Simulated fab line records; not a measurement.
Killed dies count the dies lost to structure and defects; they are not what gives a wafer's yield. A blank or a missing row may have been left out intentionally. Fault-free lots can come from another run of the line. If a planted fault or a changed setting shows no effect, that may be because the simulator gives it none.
fab line records -- flow n5Finfet
[record] lots = 7, wafers = 19, lastDay = 18
route steps=1938 shown PASSIVATION@1917
lots with no fault: from the same line, run without faults
startH: hours from the record's opening day to when the first of the lot's shown wafers began -- waitH: hours from the lot's prior step to this one -- " repeats the value in the row above -- L1.1+2: a single row standing in for several wafers -- - no value, or no start given -- * or withheld: withheld -- < > ~ a bound
route shown NAME@n: names a module that has steps shown in the file, with the first one's number in the route -- usual: average and standard deviation across the fault-free wafers -- same: alike in all rows -- chamber/n: place in a boat -- sites: the reading at each site -- _std_site: standard deviation across them -- _edge_site: the outer-site mean with the inner-site mean subtracted -- radiusMm: how far each site lies from the wafer's centre -- mask NAME#n: copy n -- behind: tool/chamber where the wafer was last shaped -- hold: reason for holding the lot/hours on hold/outcome of the hold -- device: the transistor (n, p or np) that didn't switch -- end of line: the tests these same wafers got at the end of their route -- step lacking rows: just its recipe -- killed: at the first sort, the dies lost to defects and structure; wafer yield is something else -- map: a wafer's dies, x killed, . not, _ none there
set.NAME: the run value of the setting; set.NAME@STEP: its run value at that earlier step -- model.NAME: the simulator's own value behind a step, which no gauge read
lots at some steps of the route; a table a step, a row a wafer
services: the hour from which a tool's chamber was out of use, counted from the record's first day as startH (under 0 if before that day), plus the number of hours and why
[[steps]]
[step N5_PASSIVATION_HMDS_37]
[recipe] timeS = 60, tempC = 120
[step N5_PASSIVATION_COAT_38]
[recipe] spinRpm = 3000, resistThkNm = withheld
[step N5_PASSIVATION_EBR_40]
[recipe] solvent = PGMEA, ebrWidthMm = 1.5
[step N5_PASSIVATION_SOFTBAKE_39]
[recipe] tempC = 110, timeS = 120
[step N5_PASSIVATION_EXPOSE_41]
[recipe] maskId = PASS_OPEN, na = 0.55, defocusNm = 0, sourceShape = conventional, sigmaOuter = 0.8, polarization = unpolarized, targetCdNm = 40000, doseMj = 57.25
[step N5_PASSIVATION_PEB_42]
[recipe] pebTempC = withheld, pebTimeS = *
[step N5_PASSIVATION_DEVELOP_43]
[recipe] developTimeS = 60, rinseLiquid = diw, dry = airSpin, devTempC = 21
[step N5_PASSIVATION_HARDBAKE_45]
[recipe] tempC = 130, timeS = 120
[step N5_PASSIVATION_CD_MEAS_44]
[recipe] targetCdNm = 40000, landingEnergyEv = 500, detector = seInlens
[usual] cdNm = 39999/3.1
lot.wafer,tool,chamber,startH,waitH,cdNm
L934.3,cdSem-02,0,266.97,-,39997
L934.5,cdSem-02,0,266.97,-,39995
L934.6,cdSem-02,0,266.97,-,39996
L937.3,cdSem-01,0,296.29,-,39993
L937.4,cdSem-01,0,296.29,-,39997
L937.5,cdSem-01,0,296.29,-,39996
L943.2,cdSem-02,0,330.53,-,40000
L943.6,cdSem-02,0,330.53,-,39995
L946.2,cdSem-03,0,355.97,-,39999
L946.6,cdSem-03,0,355.97,-,39999
L947.1,cdSem-01,0,365.42,-,39995
L947.2,cdSem-01,0,365.42,-,39996
L947.4,cdSem-01,0,365.42,-,39997
L955.2,cdSem-01,0,417.48,-,39998
L955.3,cdSem-01,0,417.48,-,39996
L955.6,cdSem-01,0,417.48,-,40001
L954.1,cdSem-01,0,418.69,-,39996
L954.2,cdSem-01,0,418.69,-,40001
L954.4,cdSem-01,0,418.69,-,40002
[step N5_PASSIVATION_OVL_MEAS_66]
[recipe] pointsPerWafer = 44
[usual] PASS_OPEN_OVL = 2/5.7
lot.wafer,tool,chamber,startH,waitH,PASS_OPEN_OVL[nm]
L934.3,overlay-02,0,267.00,0.0,9
L934.5,overlay-02,0,267.00,0.0,7
L934.6,overlay-02,0,267.00,0.0,2
L937.3,overlay-02,0,296.32,0.0,4
L937.4,overlay-02,0,296.32,0.0,3
L937.5,overlay-02,0,296.32,0.0,-4
L943.2,overlay-01,0,330.57,0.0,18
L943.6,overlay-01,0,330.57,0.0,2
L946.2,overlay-01,0,356.00,0.0,5
L946.6,overlay-01,0,356.00,0.0,7
L947.1,overlay-02,0,365.45,0.0,2
L947.2,overlay-02,0,365.45,0.0,0
L947.4,overlay-02,0,365.45,0.0,-1
L955.2,overlay-02,0,417.51,0.0,15
L955.3,overlay-02,0,417.51,0.0,10
L955.6,overlay-02,0,417.51,0.0,15
L954.1,overlay-02,0,418.72,0.0,1
L954.2,overlay-02,0,418.72,0.0,-2
L954.4,overlay-02,0,418.72,0.0,7
[step N5_PASSIVATION_INSPECT_67]
[recipe] mode = adi, inspectInstrument = macro
[usual] rawDefectCount = 1.9/1.3
lot.wafer,tool,chamber,startH,waitH,rawDefectCount
L934.3,defectInspect-01,-,267.02,0.0,2
L934.5,defectInspect-01,-,267.02,0.0,2
L934.6,defectInspect-01,-,267.02,0.0,2
L937.3,defectInspect-01,-,296.35,0.0,2
L937.4,defectInspect-01,-,296.35,0.0,3
L937.5,defectInspect-01,-,296.35,0.0,2
L943.2,defectInspect-02,-,330.59,0.0,1
L943.6,defectInspect-02,-,330.59,0.0,5
L946.2,defectInspect-02,-,356.03,0.0,3
L946.6,defectInspect-02,-,356.03,0.0,1
L947.1,defectInspect-02,-,365.47,0.0,2
L947.2,defectInspect-02,-,365.47,0.0,2
L947.4,defectInspect-02,-,365.47,0.0,1
L955.2,defectInspect-02,-,417.53,0.0,2
L955.3,defectInspect-02,-,417.53,0.0,2
L955.6,defectInspect-02,-,417.53,0.0,2
L954.1,defectInspect-01,-,418.74,0.0,3
L954.2,defectInspect-01,-,418.74,0.0,1
L954.4,defectInspect-01,-,418.74,0.0,2
[step N5_PASSIVATION_DESCUM_46]
[recipe] chemistry = O2, timeS = 7.9, sourcePowerW = 50, biasPowerW = 20, pressureMtorr = 20, rfFrequencyHz = 2.712e+07, tempC = 40, o2FlowSccm = 225
[usual] drypumpMotorCurrentA = 5.56/0.3, oesProductAu = 0.79/0.082, rfVppV = 243.4/1.4, showerheadPlenumPTorr = 2.11/0.065, throttleValvePct = 20.30/0.22
lot.wafer,tool,chamber,startH,waitH,drypumpMotorCurrentA,oesProductAu,rfHoursCounterH,rfVppV,showerheadPlenumPTorr,throttleValvePct
L934.3,rieDiel-05,1,267.06,0.0,5.39,0.91,27,242.5,2.05,20.38
L934.5,rieDiel-05,0,267.06,0.0,5.55,0.82,-,245.6,2.21,20.32
L934.6,rieDiel-05,3,267.06,0.0,5.68,0.68,-,243.1,2.08,20.46
L937.3,rieDiel-05,2,296.42,0.1,5.75,0.68,236,244.8,2.14,20.00
L937.4,rieDiel-05,0,296.42,0.1,5.57,0.82,90,245.1,2.20,20.35
L937.5,rieDiel-05,3,296.42,0.1,5.67,0.68,-,243.1,2.08,20.49
L943.2,rieDiel-05,0,330.77,0.2,5.56,0.80,106,244.6,2.20,20.38
L943.6,rieDiel-05,1,330.77,0.2,5.37,0.88,-,243.2,2.04,20.42
L946.2,rieDiel-05,3,356.39,0.4,5.68,0.92,14,242.4,2.07,20.08
L946.6,rieDiel-05,2,356.39,0.4,5.75,0.97,-,244.9,2.13,19.65
L947.1,rieDiel-05,0,365.50,0.0,5.57,0.79,120,245.4,2.19,20.40
L947.2,rieDiel-05,1,365.50,0.0,5.39,0.85,64,243.0,2.04,20.44
L947.4,rieDiel-05,2,365.50,0.0,5.75,0.96,7,243.6,2.13,19.68
L955.2,rieDiel-04,0,417.98,0.4,5.91,0.71,249,241.7,2.06,20.42
L955.3,rieDiel-04,3,417.98,0.4,4.97,0.80,115,243.4,2.20,20.32
L955.6,rieDiel-04,0,417.98,0.4,5.93,0.70,-,244.5,2.06,20.43
L954.1,rieDiel-05,1,419.35,0.6,5.41,0.83,84,242.3,2.03,20.47
L954.2,rieDiel-05,2,419.35,0.6,5.79,0.92,20,242.8,2.12,19.68
L954.4,rieDiel-05,3,419.35,0.6,5.68,0.88,36,241.3,2.06,20.10
[step N5_PASSIVATION_PASS_ETCH_47]
[recipe] chemistry = CF4/O2, target = SiNx, targetDepthA = 7700, timeS = 385, ionEnergyEv = 100, pressureMtorr = 40, sourceW = 535, biasW = 49, Ar_flow_sccm = 100, cf4FlowSccm = 100, O2_flow_sccm = 10
[usual] O2_flow_sccm = 10.001/0.03, drypumpMotorCurrentA = 5.56/0.3, oesProductAu = 0.79/0.081, rfVppV = 240/4.1, showerheadPlenumPTorr = 2.22/0.067, throttleValvePct = 15.76/0.22
lot.wafer,tool,chamber,startH,waitH,O2_flow_sccm,drypumpMotorCurrentA,oesProductAu,rfHoursCounterH,rfVppV,showerheadPlenumPTorr,throttleValvePct,model.etch.depthNm
L934.3,rieDiel-05,1,267.09,0.0,9.974,5.39,0.91,28,241,2.17,15.75,797.2
L934.5,rieDiel-05,0,267.09,0.0,10.006,5.57,0.82,-,243,2.32,15.80,757
L934.6,rieDiel-05,3,267.09,0.0,10.015,5.72,0.69,-,249,2.18,15.90,755.3
L937.3,rieDiel-05,2,296.46,0.0,9.983,5.76,0.67,236,235,2.26,15.66,758.9
L937.4,rieDiel-05,0,296.46,0.0,9.990,5.57,0.81,90,243,2.31,15.83,762
L937.5,rieDiel-05,3,296.46,0.0,10.025,5.68,0.68,-,248,2.18,15.92,751.1
L943.2,rieDiel-05,0,330.80,0.0,10.041,5.57,0.80,106,243,2.31,15.84,768.8
L943.6,rieDiel-05,1,330.80,0.0,10.027,5.40,0.81,-,241,2.16,15.78,559.1
L946.2,rieDiel-05,3,356.43,0.0,9.993,5.69,0.93,14,249,2.17,15.44,777.7
L946.6,rieDiel-05,2,356.43,0.0,10.042,5.76,0.91,-,237,2.25,15.21,551.3
L947.1,rieDiel-05,0,365.54,0.0,9.946,5.56,0.78,120,243,2.30,15.88,760.2
L947.2,rieDiel-05,1,365.54,0.0,9.987,5.39,0.85,64,242,2.15,15.81,790.1
L947.4,rieDiel-05,2,365.54,0.0,10.001,5.78,0.90,7,236,2.25,15.20,551.4
L955.2,rieDiel-04,0,418.01,0.0,9.989,5.92,0.69,249,240,2.17,15.92,735.8
L955.3,rieDiel-04,3,418.01,0.0,9.994,4.96,0.81,115,241,2.30,15.65,781.5
L955.6,rieDiel-04,0,418.01,0.0,10.013,5.92,0.70,-,238,2.17,15.93,735.6
L954.1,rieDiel-05,1,419.39,0.0,10.017,5.38,0.82,84,240,2.15,15.87,788.3
L954.2,rieDiel-05,2,419.39,0.0,10.035,5.76,0.92,20,236,2.25,15.25,777
L954.4,rieDiel-05,3,419.39,0.0,9.966,5.69,0.88,36,247,2.16,15.49,776.4
[step N5_PASSIVATION_ETCH_54]
[recipe] chemistry = CHF3/O2, target = SiO2, targetDepthA = 8800, CHF3_flow_sccm = 50, O2_flow_sccm = 5, Ar_flow_sccm = 200, timeS = 440, maskMaterial = PR, pressureMtorr = 30, sourceW = 650, biasW = 170, ionEnergyEv = 200
[usual] O2_flow_sccm = 5.000/0.016, drypumpMotorCurrentA = 5.56/0.3, oesProductAu = 0.79/0.08, rfVppV = 523/8, showerheadPlenumPTorr = 2.42/0.075, throttleValvePct = 18.65/0.2
lot.wafer,tool,chamber,startH,waitH,O2_flow_sccm,drypumpMotorCurrentA,oesProductAu,rfHoursCounterH,rfVppV,showerheadPlenumPTorr,throttleValvePct
L934.3,rieDiel-05,1,267.32,0.1,4.991,5.42,0.91,28,522,2.35,18.64
L934.5,rieDiel-05,0,267.32,0.1,4.986,5.57,0.82,-,526,2.51,18.59
L934.6,rieDiel-05,3,267.32,0.1,4.970,5.67,0.69,-,539,2.37,18.72
L937.3,rieDiel-05,2,296.69,0.1,4.996,5.77,0.68,236,516,2.48,18.54
L937.4,rieDiel-05,0,296.69,0.1,4.991,5.55,0.81,91,525,2.50,18.59
L937.5,rieDiel-05,3,296.69,0.1,4.992,5.68,0.69,-,539,2.37,18.74
L943.2,rieDiel-05,0,331.03,0.1,4.996,5.58,0.79,106,527,2.50,18.64
L943.6,rieDiel-05,1,331.03,0.1,5.007,5.40,0.67,-,523,2.34,18.65
L946.2,rieDiel-05,3,356.66,0.1,4.991,5.69,0.93,14,537,2.36,18.32
L946.6,rieDiel-05,2,356.66,0.1,5.008,5.76,0.76,-,517,2.47,18.16
L947.1,rieDiel-05,0,365.77,0.1,4.999,5.54,0.79,121,526,2.49,18.64
L947.2,rieDiel-05,1,365.77,0.1,4.997,5.39,0.84,64,523,2.34,18.69
L947.4,rieDiel-05,2,365.77,0.1,4.996,5.78,0.75,7,517,2.47,18.18
L955.2,rieDiel-04,0,418.24,0.1,5.004,5.92,0.70,249,523,2.37,18.80
L955.3,rieDiel-04,3,418.24,0.1,4.989,4.95,0.80,115,523,2.53,18.70
L955.6,rieDiel-04,0,418.24,0.1,5.014,5.91,0.70,-,524,2.37,18.78
L954.1,rieDiel-05,1,419.62,0.1,4.998,5.41,0.82,84,523,2.33,18.73
L954.2,rieDiel-05,2,419.62,0.1,5.002,5.77,0.92,20,517,2.46,18.21
L954.4,rieDiel-05,3,419.62,0.1,4.965,5.69,0.88,36,539,2.35,18.35
[[services]]
tool,chamber,startH,hours,kind
rieDiel-04,2,266.00,8.9,repair
rieDiel-05,3,304.84,-,clean
rieDiel-05,3,304.84,-,consumableReplace:focusRing
rieDiel-05,3,304.84,21.1,scheduledDown
rieDiel-05,3,304.84,21.1,ventCycle
rieDiel-05,2,328.06,-,clean
rieDiel-05,2,328.06,-,consumableReplace:focusRing
rieDiel-05,1,337.55,4.0,repair
rieDiel-05,-,352.42,0.5,repair
rieDiel-04,-,389.10,14.6,pm
rieDiel-05,-,389.51,2.8,pm
rieDiel-05,2,397.25,10.5,repair
rieDiel-04,2,412.08,-,clean
rieDiel-04,2,412.08,-,consumableReplace:focusRing
[[key]]
firstSign none at tools or gauges
[modelEffect] step = N5_PASSIVATION_PASS_ETCH_47, value = etch.depthNm, without = 784, struck = 553.9
metAt N5_PASSIVATION_PASS_ETCH_47
struckWafers L943.6,L946.6,L947.4
laterRowsLeftOut L943.6,L946.6,L947.4
sortLeftOut L943.6,L946.6,L947.4
onsetBetween 296.46 330.80
[fault] kind = processParameterDrift, tool = rieDiel-05, chamber = -, onsetH = 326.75, steps = N5_PASSIVATION_PASS_ETCH_47, channel = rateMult, offset = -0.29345, shape = step, endH = 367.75, scope = struckWafersOnly
// sortLeftOut: the simulated sort isn't trusted on such a fault, so these wafers' sort isn't shown, and their yield isn't known
// laterRowsLeftOut: the simulator's readings of these wafers behind a module that went badly wrong aren't trusted and aren't shown, but for the sort
